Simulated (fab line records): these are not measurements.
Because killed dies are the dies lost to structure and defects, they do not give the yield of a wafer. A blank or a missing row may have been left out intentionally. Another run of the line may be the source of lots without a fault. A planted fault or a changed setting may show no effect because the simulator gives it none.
Chamber matching || flow n5 finfet || N5_BEOL_M8_VIA_ETCH_34 on rie diel-06: 4 sister chambers
The step etches SiCOH lowk in C4F6/O2, target depth 125.5 nm, time 50.5 s. 4 wafers are shown with their chamber, then 9 later ones without.

== WAFERS PAIRED WITH THEIR CHAMBERS ==
{"wafer": "L085.5", "chamber": 1, "showerhead plenum p Torr (Torr)": 2.92}
{"wafer": "L084.2", "chamber": 2, "showerhead plenum p Torr (Torr)": 2.99}
{"wafer": "L084.3", "chamber": 3, "showerhead plenum p Torr (Torr)": 2.78}
{"wafer": "L084.4", "chamber": 0, "showerhead plenum p Torr (Torr)": 2.73}

== WAFERS WITHOUT THEIR CHAMBER ==
{"wafer": "L090.3", "showerhead plenum p Torr (Torr)": 2.77}
{"wafer": "L090.4", "showerhead plenum p Torr (Torr)": 2.98}
{"wafer": "L090.6", "showerhead plenum p Torr (Torr)": 2.77}
{"wafer": "L093.1", "showerhead plenum p Torr (Torr)": 2.77}
{"wafer": "L093.2", "showerhead plenum p Torr (Torr)": 2.98}
{"wafer": "L093.6", "showerhead plenum p Torr (Torr)": 2.77}
{"wafer": "L095.1", "showerhead plenum p Torr (Torr)": 2.98}
{"wafer": "L095.3", "showerhead plenum p Torr (Torr)": 2.72}
{"wafer": "L095.5", "showerhead plenum p Torr (Torr)": 2.91}

== CHAMBER TAKEN BY EACH ==
{"wafer": "L090.3", "from the rows above": 3, "in truth": 3}
{"wafer": "L090.4", "from the rows above": 2, "in truth": 2}
{"wafer": "L090.6", "from the rows above": 3, "in truth": 3}
{"wafer": "L093.1", "from the rows above": 3, "in truth": 3}
{"wafer": "L093.2", "from the rows above": 2, "in truth": 2}
{"wafer": "L093.6", "from the rows above": 3, "in truth": 3}
{"wafer": "L095.1", "from the rows above": 2, "in truth": 2}
{"wafer": "L095.3", "from the rows above": 0, "in truth": 0}
{"wafer": "L095.5", "from the rows above": 1, "in truth": 1}
9 of 9 placed correctly. Number that these rows cannot place: 0. Wrongly placed: 0.
How it was worked out, from the rows above alone: a wafer's distance from a chamber is the root of the sum, over the readings, of the square of ((its reading less the chamber's mean) divided by the reading's scatter). The wafer belongs to the nearest chamber; if the next one is less than 2 further off, it can't be placed. A chamber's mean is the mean of its shown wafers. The scatter: with one shown wafer a chamber, the root of the mean of the squares of how far each hidden wafer lies from its nearest shown one.
